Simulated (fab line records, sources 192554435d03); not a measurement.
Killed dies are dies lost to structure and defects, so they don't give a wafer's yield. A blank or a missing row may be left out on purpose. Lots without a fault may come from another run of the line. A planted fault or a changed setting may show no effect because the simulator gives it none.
fab line records | flow n5_finfet | part 2 of 2: steps 26 to 31 of 31
record lots=5 wafers=15 last_day=17
route steps=1938 shown HKMG_FIN@406
lots that met no fault: from a run of the same line without faults
start_h: hours from the record's first day to the start of the lot's first wafer shown | wait_h: hours since the lot's step before | " the same as in the row above | L1.1+2: a row that stands for several wafers | - no value, or no start given | * or withheld: withheld | < > ~ a bound
route shown NAME@n: a module of which the file shows steps, and the number in the route of the first | usual: mean/standard deviation of fault-free wafers | same: alike in all rows | chamber/n: place in a boat | sites: the reading at each site | _std_site: their standard deviation | _edge_site: outer sites' mean less inner sites' | radius_mm: how far each site lies from the wafer's centre | mask NAME#n: copy n | behind: the tool/chamber that last shaped the wafer | hold: why the lot was held/for how many hours/how that ended | device: the transistor (n, p or np) that didn't switch | end of line: the same wafers' tests at the end of the route | a step without rows: its recipe alone | killed: dies lost to structure and defects at the first sort, not the wafer's yield | map: a wafer's dies, x killed, . not, _ none there
set.NAME: the setting as run; set.NAME@STEP: as run at that earlier step | model.NAME: the simulator's own value behind a step, which no gauge read
lots at some steps of the route; a table a step, a row a wafer
services: from which hour (start_h, from the record's first day; less than 0 if before it) a tool's chamber was out of use, for how many hours, and why
## steps
# step N5_HKMG_FIN_OVL_MEAS_13
# recipe points_per_wafer=44
# usual NWFM_OVL=-0.1/0.87
# same points_per_wafer=44
# columns lot.wafer tool chamber start_h wait_h NWFM_OVL[nm]
L076.1 overlay-02 0 84.94 0.0 -1.4
L076.2 " 0 " " -1.4
L076.3 " 0 " " -0.3
L087.1 overlay-01 0 158.53 0.0 0.4
L087.3 " 0 " " -1.0
L087.5 " 0 " " 0.0
L089.2 overlay-01 0 167.76 0.0 -0.5
L089.4 " 0 " " 0.5
L089.5 " 0 " " -0.6
L093.1 overlay-02 0 191.41 0.0 -0.4
L093.3 " 0 " " -0.3
L093.4 " 0 " " -1.0
L094.1 overlay-01 0 196.38 0.0 0.2
L094.3 " 0 " " 0.3
L094.6 " 0 " " -0.1
# step N5_HKMG_FIN_INSPECT_14
# recipe mode=adi inspect_instrument=macro
# usual raw_defect_count=2.2/1.5
# columns lot.wafer tool chamber start_h wait_h raw_defect_count
L076.1 defect_inspect-02 - 84.96 0.0 1
L076.2 " - " " 2
L076.3 " - " " 0
L087.1 defect_inspect-02 - 158.55 0.0 3
L087.3 " - " " 2
L087.5 " - " " 0
L089.2 defect_inspect-01 - 167.79 0.0 4
L089.4 " - " " 3
L089.5 " - " " 3
L093.1 defect_inspect-01 - 191.43 0.0 3
L093.3 " - " " 2
L093.4 " - " " 4
L094.1 defect_inspect-02 - 196.40 0.0 2
L094.3 " - " " 1
L094.6 " - " " 0
# step N5_HKMG_FIN_DESCUM_17
# recipe chemistry=O2 time_s=7.9 source_power_w=50 bias_power_w=20 pressure_mtorr=20 rf_frequency_hz=2.712e+07 temp_c=40 resist=CAR-ArF o2_flow_sccm=225
# usual chamber_pressure_mTorr=19.998/0.019 drypump_motor_current_A=5.6/0.41 oes_product_au=0.79/0.082 rf_vpp_V=243.1/1.3 showerhead_plenum_p_Torr=2.09/0.07 throttle_valve_pct=20.33/0.2
# columns lot.wafer tool chamber start_h wait_h chamber_pressure_mTorr drypump_motor_current_A oes_product_au rf_hours_counter_h rf_vpp_V showerhead_plenum_p_Torr throttle_valve_pct
L076.1 rie_diel-04 2 84.99 0.0 19.983 6.0 0.74 156 243.6 2.10 20.21
L076.2 " 3 " " 19.993 5.2 0.86 60 241.5 2.03 20.44
L076.3 " 1 " " 19.986 5.9 0.70 209 243.9 2.16 20.63
L087.1 rie_diel-04 3 158.65 0.1 19.981 5.2 0.84 84 241.9 2.02 20.47
L087.3 " 1 " " 19.959 5.8 0.68 237 244.3 2.15 20.69
L087.5 " 3 " " 19.989 5.2 0.82 - 240.4 2.02 20.47
L089.2 rie_diel-06 2 167.91 0.1 20.024 5.8 0.85 60 244.7 2.10 20.09
L089.4 " 0 " " 20.008 5.2 0.72 200 242.5 2.14 20.00
L089.5 " 2 " " 20.047 5.8 0.86 - 243.7 2.10 20.09
L093.1 rie_diel-06 1 191.47 0.0 19.995 6.3 0.88 29 245.1 2.24 20.37
L093.3 " 3 " " 19.958 5.0 0.89 52 243.4 2.06 20.47
L093.4 " 0 " " 20.011 5.2 0.72 209 242.4 2.14 20.02
L094.1 rie_diel-04 2 196.44 0.0 19.988 6.0 0.69 193 244.4 2.09 20.25
L094.3 " 3 " " 19.993 5.1 0.81 93 243.3 2.02 20.50
L094.6 " 2 " " 19.999 6.0 0.70 - 242.9 2.09 20.25
# step N5_HKMG_FIN_ETCH_31
# recipe chemistry=CF4 target=SiARC target_depth_a=455 mask_material=CAR-ArF time_s=75.8 ion_energy_ev=80 pressure_mtorr=40 source_w=545 bias_w=36 Ar_flow_sccm=100 cf4_flow_sccm=100 ends=cleared
# usual chamber_pressure_mTorr=40.00/0.042 drypump_motor_current_A=5.6/0.4 etch_rf_on_time_s=75.3/2.2 oes_product_au=0.68/0.071 rf_vpp_V=184.1/1.1 showerhead_plenum_p_Torr=2.14/0.062 throttle_valve_pct=15.55/0.19
# columns lot.wafer tool chamber start_h wait_h chamber_pressure_mTorr drypump_motor_current_A etch_rf_on_time_s oes_product_au rf_hours_counter_h rf_vpp_V showerhead_plenum_p_Torr throttle_valve_pct
L076.1 rie_diel-04 2 85.03 0.0 39.94 6.0 76.8 0.63 157 184.2 2.15 15.40
L076.2 " 3 " " 40.02 5.2 76.2 0.74 60 182.6 2.08 15.53
L076.3 " 1 " " 39.95 5.8 75.9 0.60 209 184.3 2.20 15.84
L087.1 rie_diel-04 3 158.69 0.0 40.01 5.1 76.7 0.72 84 185.1 2.07 15.60
L087.3 " 1 " " 40.00 5.8 77.5 0.57 237 185.5 2.19 15.87
L087.5 " 3 " " 39.97 5.1 77.2 0.71 - 183.8 2.07 15.60
L089.2 rie_diel-06 2 167.94 0.0 40.00 5.8 70.1 0.76 60 183.8 2.18 15.48
L089.4 " 0 " " 40.01 5.2 75.9 0.61 200 184.7 2.22 15.47
L089.5 " 2 " " 40.03 5.8 69.4 0.76 - 183.7 2.18 15.46
L093.1 rie_diel-06 1 191.50 0.0 39.99 6.3 73.6 0.78 29 184.9 2.25 15.38
L093.3 " 3 " " 40.02 5.0 77.3 0.73 52 184.6 2.09 15.59
L093.4 " 0 " " 40.03 5.2 77.3 0.59 209 184.6 2.21 15.49
L094.1 rie_diel-04 2 196.47 0.0 39.95 6.0 78.1 0.60 193 182.9 2.13 15.46
L094.3 " 3 " " 39.98 5.1 75.9 0.70 93 182.7 2.07 15.60
L094.6 " 2 " " 40.03 6.0 77.4 0.60 - 183.9 2.13 15.48
# step N5_HKMG_FIN_ETCH_32
# recipe chemistry=N2/H2 target=SOC target_depth_a=2400 temp_c=40 time_s=300 ion_energy_ev=200 mask_material=SiARC pressure_mtorr=30 source_w=840 bias_w=150 n2_flow_sccm=200 h2_flow_sccm=200
# usual chamber_pressure_mTorr=30.001/0.026 drypump_motor_current_A=5.6/0.41 oes_product_au=0.80/0.081 rf_vpp_V=524.0/2.4 showerhead_plenum_p_Torr=2.55/0.083 throttle_valve_pct=17.79/0.26
# columns lot.wafer tool chamber start_h wait_h chamber_pressure_mTorr drypump_motor_current_A oes_product_au rf_hours_counter_h rf_vpp_V showerhead_plenum_p_Torr throttle_valve_pct
L076.1 rie_diel-04 2 85.09 0.0 30.039 6.0 0.73 157 523.5 2.54 17.55
L076.2 " 3 " " 29.990 5.2 0.86 60 521.4 2.47 17.79
L076.3 " 1 " " 30.047 5.9 0.70 210 525.3 2.64 18.19
L087.1 rie_diel-04 3 158.74 0.0 30.017 5.1 0.82 84 522.8 2.46 17.84
L087.3 " 1 " " 30.024 5.9 0.68 237 526.7 2.63 18.24
L087.5 " 3 " " 30.026 5.1 0.82 - 521.9 2.46 17.84
L089.2 rie_diel-06 2 168.00 0.0 29.974 5.8 0.90 60 525.2 2.58 17.67
L089.4 " 0 " " 29.980 5.2 0.71 200 526.3 2.62 17.57
L089.5 " 2 " " 29.989 5.8 0.92 - 525.5 2.58 17.67
L093.1 rie_diel-06 1 191.56 0.0 29.989 6.3 0.90 29 528.4 2.71 17.67
L093.3 " 3 " " 30.006 5.0 0.86 52 523.0 2.48 17.83
L093.4 " 0 " " 29.986 5.2 0.70 209 524.8 2.62 17.61
L094.1 rie_diel-04 2 196.53 0.0 30.042 6.0 0.71 193 523.5 2.53 17.63
L094.3 " 3 " " 29.979 5.1 0.81 93 522.4 2.46 17.86
L094.6 " 2 " " 30.027 6.0 0.70 - 523.6 2.53 17.61
# step N5_HKMG_FIN_STRIP_33
# recipe chemistry=N2/H2 temp_c=40 n2_flow_sccm=200 h2_flow_sccm=200 rf_frequency_hz=6e+07
# columns lot.wafer tool chamber start_h wait_h
L076.1+2+3 rie_diel-04 2,3,1 85.27 0.1
L087.1+3+5 rie_diel-04 3,1,3 158.92 0.1
L089.2+4+5 rie_diel-06 2,0,2 168.18 0.1
L093.1+3+4 rie_diel-06 1,3,0 191.74 0.1
L094.1+3+6 rie_diel-04 2,3,2 196.71 0.1
## services
# columns tool chamber start_h hours kind
ald_metal-04 - 58.63 0.9 repair
arfi_scanner-03 - 61.55 1.0 pm
arfi_scanner-01 - 73.85 0.8 repair
arfi_scanner-01 - 82.82 2.9 repair
arfi_scanner-02 - 93.52 1.0 pm
arfi_scanner-02 - 109.26 16.7 repair
rie_diel-04 3 122.87 3.9 repair
arfi_scanner-02 - 126.00 1.3 pm
rie_diel-04 - 126.60 2.8 pm
arfi_scanner-01 - 127.60 1.0 pm
arfi_scanner-01 - 130.96 1.3 pm
arfi_scanner-02 - 135.04 3.1 pm
thermal_cvd_si-02 1 137.38 9.4 repair
rie_diel-01 - 144.78 4.3 pm
arfi_scanner-02 - 147.76 0.8 pm
arfi_scanner-01 - 159.29 1.0 repair
arfi_scanner-03 - 166.44 1.3 pm
arfi_scanner-02 - 168.71 4.9 pm
arfi_scanner-01 - 168.79 3.0 pm
ald_metal-04 0 172.22 17.7 repair
rie_diel-06 3 173.08 5.7 repair
rie_diel-04 3 185.80 9.3 repair
ald_metal-04 1 188.14 11.8 repair
arfi_scanner-01 - 189.57 0.8 pm
